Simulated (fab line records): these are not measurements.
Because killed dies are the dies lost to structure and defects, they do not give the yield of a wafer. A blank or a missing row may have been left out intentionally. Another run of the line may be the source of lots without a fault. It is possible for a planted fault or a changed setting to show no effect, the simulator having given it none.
Chamber matching || flow n5_finfet || N5_BEOL_M1_DESCUM_16 on rie_diel-06: 3 sister chambers
The step chemistry O2, time 7 s. 14 wafers are shown with their chamber, then 4 later ones without.

WAFERS, EACH WITH ITS CHAMBER
{"wafer": "L078.1", "chamber": 0, "drypump_motor_current_A (A)": 5.6, "throttle_valve_pct (%)": 20.43, "showerhead_plenum_p_Torr (Torr)": 2.18}
{"wafer": "L078.3", "chamber": 3, "drypump_motor_current_A (A)": 5.2, "throttle_valve_pct (%)": 20.04, "showerhead_plenum_p_Torr (Torr)": 2.21}
{"wafer": "L078.5", "chamber": 0, "drypump_motor_current_A (A)": 5.6, "throttle_valve_pct (%)": 20.44, "showerhead_plenum_p_Torr (Torr)": 2.18}
{"wafer": "L080.3", "chamber": 2, "drypump_motor_current_A (A)": 6.1, "throttle_valve_pct (%)": 20.45, "showerhead_plenum_p_Torr (Torr)": 2.11}
{"wafer": "L080.5", "chamber": 2, "drypump_motor_current_A (A)": 6.1, "throttle_valve_pct (%)": 20.46, "showerhead_plenum_p_Torr (Torr)": 2.11}
{"wafer": "L080.6", "chamber": 3, "drypump_motor_current_A (A)": 5.2, "throttle_valve_pct (%)": 20.05, "showerhead_plenum_p_Torr (Torr)": 2.21}
{"wafer": "L088.3", "chamber": 0, "drypump_motor_current_A (A)": 5.6, "throttle_valve_pct (%)": 20.46, "showerhead_plenum_p_Torr (Torr)": 2.17}
{"wafer": "L088.4", "chamber": 2, "drypump_motor_current_A (A)": 6.1, "throttle_valve_pct (%)": 20.48, "showerhead_plenum_p_Torr (Torr)": 2.11}
{"wafer": "L088.5", "chamber": 3, "drypump_motor_current_A (A)": 5.2, "throttle_valve_pct (%)": 20.07, "showerhead_plenum_p_Torr (Torr)": 2.20}
{"wafer": "L087.1", "chamber": 0, "drypump_motor_current_A (A)": 5.6, "throttle_valve_pct (%)": 20.48, "showerhead_plenum_p_Torr (Torr)": 2.17}
{"wafer": "L087.2", "chamber": 3, "drypump_motor_current_A (A)": 5.2, "throttle_valve_pct (%)": 20.08, "showerhead_plenum_p_Torr (Torr)": 2.21}
{"wafer": "L087.5", "chamber": 2, "drypump_motor_current_A (A)": 6.1, "throttle_valve_pct (%)": 20.48, "showerhead_plenum_p_Torr (Torr)": 2.11}
{"wafer": "L089.2", "chamber": 0, "drypump_motor_current_A (A)": 5.5, "throttle_valve_pct (%)": 20.47, "showerhead_plenum_p_Torr (Torr)": 2.17}
{"wafer": "L089.3", "chamber": 2, "drypump_motor_current_A (A)": 6.1, "throttle_valve_pct (%)": 20.48, "showerhead_plenum_p_Torr (Torr)": 2.10}

SIGNATURES (averages over the wafers above)
{"reading": "drypump_motor_current_A", "chamber 0": 5.580, "chamber 2": 6.100, "chamber 3": 5.200, "scatter within a chamber": 0.027}
{"reading": "throttle_valve_pct", "chamber 0": 20.4560, "chamber 2": 20.4700, "chamber 3": 20.0600, "scatter within a chamber": 0.0179}
{"reading": "showerhead_plenum_p_Torr", "chamber 0": 2.1740, "chamber 2": 2.1080, "chamber 3": 2.2075, "scatter within a chamber": 0.005}
Rule: for a wafer and a chamber, the distance is found by dividing, reading by reading, the gap between the wafer's reading and the chamber's mean by the reading's scatter, squaring, summing and taking the root. The wafer belongs to the nearest chamber; if the next one is less than 2 further off, it can't be placed. The scatter: the root of (the sum of the squares of (reading less its chamber's mean) over the shown wafers, divided by (wafers less chambers)).

WAFERS WITHOUT THEIR CHAMBER
{"wafer": "L089.5", "drypump_motor_current_A (A)": 5.6, "throttle_valve_pct (%)": 20.47, "showerhead_plenum_p_Torr (Torr)": 2.17}
{"wafer": "L090.5", "drypump_motor_current_A (A)": 6.1, "throttle_valve_pct (%)": 20.47, "showerhead_plenum_p_Torr (Torr)": 2.10}
{"wafer": "L095.1", "drypump_motor_current_A (A)": 5.5, "throttle_valve_pct (%)": 20.48, "showerhead_plenum_p_Torr (Torr)": 2.17}
{"wafer": "L095.4", "drypump_motor_current_A (A)": 5.2, "throttle_valve_pct (%)": 20.09, "showerhead_plenum_p_Torr (Torr)": 2.20}

WHICH CHAMBER EACH WENT THROUGH
{"wafer": "L089.5", "from the rows above": 0, "in truth": 0}
{"wafer": "L090.5", "from the rows above": 2, "in truth": 2}
{"wafer": "L095.1", "from the rows above": 0, "in truth": 0}
{"wafer": "L095.4", "from the rows above": 3, "in truth": 3}
4 of 4 placed correctly. Can't be placed from these rows: 0. 0 placed wrongly.
